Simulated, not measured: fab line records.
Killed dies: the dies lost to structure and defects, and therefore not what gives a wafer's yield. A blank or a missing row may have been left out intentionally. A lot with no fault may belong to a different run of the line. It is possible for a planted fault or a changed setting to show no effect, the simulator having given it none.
Commonality check across tools ; flow n5 finfet ; Lots sampled 11, wafers sampled 31

WHAT PROMPTED THE OPENING
On 3 of the 11 lots, a flag is raised at N5_FIN_SAQP_OCD_MEAS_76 on the reading trench depth nm. No-fault wafers: 119.9 nm, standard deviation 2.9.
Rule: a lot is flagged in two cases, either no wafer of it has a number, or all its wafers with numbers fall more than 4 standard deviations from that mean. The other lots count as sound.

lot;measured;on;trench depth nm (nm), wafer by wafer;flag
L984;day 2 14:00;ocd-01;120.6 119.0 120.0;
L986;day 3 02:56;ocd-01;113.8 121.4;
L987;day 3 08:28;ocd-01;121.0 124.3;
L988;day 3 15:38;ocd-01;0 0.0 0.3;FLAGGED
L989;day 3 20:14;ocd-01;0.6 0.1 0.3;FLAGGED
L990;day 4 03:20;ocd-01;0.5 0.3 0.2;FLAGGED
L994;day 5 02:13;ocd-02;124.7 118.9 120.3;
L996;day 5 15:00;ocd-02;120.4 112.4 124.9;
L997;day 5 20:04;ocd-01;117.4 121.3 121.3;
L998;day 6 03:04;ocd-02;119.1 119.8 120.8;
L102;day 7 02:16;ocd-01;123.2 120.0 117.6;
Average over the flagged lots: 0.3 nm; offset from the usual -119.6 nm, equal to -41 standard deviations.

WHICH TOOL RAN EACH LOT
4 process steps preceding the reading are held in the record, out of 1938 steps in the route. Read each cell as the tool, then ch plus the chambers that the sampled wafers visited, then the start.
lot;flag;N5_FIN_SAQP_ETCH_65;N5_FIN_SAQP_STRIP_77;N5_FIN_SAQP_ETCH_64;N5_FIN_SAQP_FIN_ETCH_36
L984;;rie si-01 ch 0,2,3, day 2 11:56;rie diel-04 ch 1,2,3, day 2 13:35;rie si-02 ch 1,3, day 2 13:46;rie si-02 ch 1,3, day 2 13:47
L986;;rie si-02 ch 1,3, day 3 00:43;rie diel-06 ch 1,3, day 3 02:29;rie si-01 ch 1,2, day 3 02:40;rie si-01 ch 1,2, day 3 02:41
L987;;rie si-04 ch 0,2, day 3 06:17;rie diel-05 ch 2,3, day 3 08:02;rie si-01 ch 0,1, day 3 08:13;rie si-01 ch 0,1, day 3 08:14
L988;FLAGGED;rie si-04 ch 0,2,3, day 3 13:10;rie diel-06 ch 0,3, day 3 15:13;rie si-04 ch 0,2,3, day 3 15:23;rie si-04 ch 0,2,3, day 3 15:25
L989;FLAGGED;rie si-02 ch 0,1,3, day 3 18:07;rie diel-06 ch 0,1,3, day 3 19:50;rie si-01 ch 1,2,3, day 3 20:00;rie si-01 ch 1,2,3, day 3 20:01
L990;FLAGGED;rie si-02 ch 0,2,3, day 4 00:59;rie diel-04 ch 2,3, day 4 02:56;rie si-04 ch 1,2,3, day 4 03:06;rie si-04 ch 1,2,3, day 4 03:07
L994;;rie si-02 ch 0,3, day 4 23:58;rie diel-05 ch 0,1,3, day 5 01:48;rie si-01 ch 0,1, day 5 01:59;rie si-01 ch 0,1, day 5 02:00
L996;;rie si-02 ch 1,2,3, day 5 13:04;rie diel-05 ch 0,2,3, day 5 14:35;rie si-01 ch 0,1,2, day 5 14:46;rie si-01 ch 0,1,2, day 5 14:47
L997;;rie si-01 ch 0,2,3, day 5 18:07;rie diel-05 ch 0,1, day 5 19:39;rie si-04 ch 2,3, day 5 19:49;rie si-04 ch 2,3, day 5 19:50
L998;;rie si-02 ch 0,1,2, day 6 01:08;rie diel-04 ch 0,1,2, day 6 02:40;rie si-04 ch 0,1,3, day 6 02:50;rie si-04 ch 0,1,3, day 6 02:51
L102;;rie si-02 ch 1,3, day 7 00:10;rie diel-06 ch 0,3, day 7 01:51;rie si-02 ch 0,2,3, day 7 02:01;rie si-02 ch 0,2,3, day 7 02:02
What is done by these steps:
- N5_FIN_SAQP_ETCH_65: etches SiO2 in CF4, target depth 4 nm, time 4.4 s.
- N5_FIN_SAQP_STRIP_77: strips in N2/H2, time 90 s.
- N5_FIN_SAQP_ETCH_64: etches SiO2 in CF4, target depth 1.5 nm.
- N5_FIN_SAQP_FIN_ETCH_36: etches the open film in HBr/Cl2/O2, target depth 120 nm, time 50.4 s.
- N5_FIN_SAQP_OCD_MEAS_76

FLAGGED OVER TOTAL, TOOL BY TOOL (the gauges that took the reading come last)
step;tool;lots run;flagged;share of the flagged lots;sound lots run after its first flagged lot
N5_FIN_SAQP_ETCH_65;rie si-01;2;0;none;-
N5_FIN_SAQP_ETCH_65;rie si-02;7;2;some;4 (L994,L996,L998,L102)
N5_FIN_SAQP_ETCH_65;rie si-04;2;1;some;0
N5_FIN_SAQP_STRIP_77;rie diel-04;3;1;some;1 (L998)
N5_FIN_SAQP_STRIP_77;rie diel-05;4;0;none;-
N5_FIN_SAQP_STRIP_77;rie diel-06;4;2;some;1 (L102)
N5_FIN_SAQP_ETCH_64;rie si-01;5;1;some;2 (L994,L996)
N5_FIN_SAQP_ETCH_64;rie si-02;2;0;none;-
N5_FIN_SAQP_ETCH_64;rie si-04;4;2;some;2 (L997,L998)
N5_FIN_SAQP_FIN_ETCH_36;rie si-01;5;1;some;2 (L994,L996)
N5_FIN_SAQP_FIN_ETCH_36;rie si-02;2;0;none;-
N5_FIN_SAQP_FIN_ETCH_36;rie si-04;4;2;some;2 (L997,L998)
N5_FIN_SAQP_OCD_MEAS_76;ocd-01;8;3;all;2 (L997,L102)
N5_FIN_SAQP_OCD_MEAS_76;ocd-02;3;0;none;-

WHAT THE TABLE PERMITS
All flagged lots share 1 row of the table, namely ocd-01 at N5_FIN_SAQP_OCD_MEAS_76.
- ocd-01 at N5_FIN_SAQP_OCD_MEAS_76: 3 of its 8 lots flagged. Sound lots ran on it after the first flagged one (L997, L102), which a lasting fault on the whole tool wouldn't allow.
None of the table's rows ran every flagged lot and, after the first, no sound lot.

WHAT THE SIMULATOR PUT IN
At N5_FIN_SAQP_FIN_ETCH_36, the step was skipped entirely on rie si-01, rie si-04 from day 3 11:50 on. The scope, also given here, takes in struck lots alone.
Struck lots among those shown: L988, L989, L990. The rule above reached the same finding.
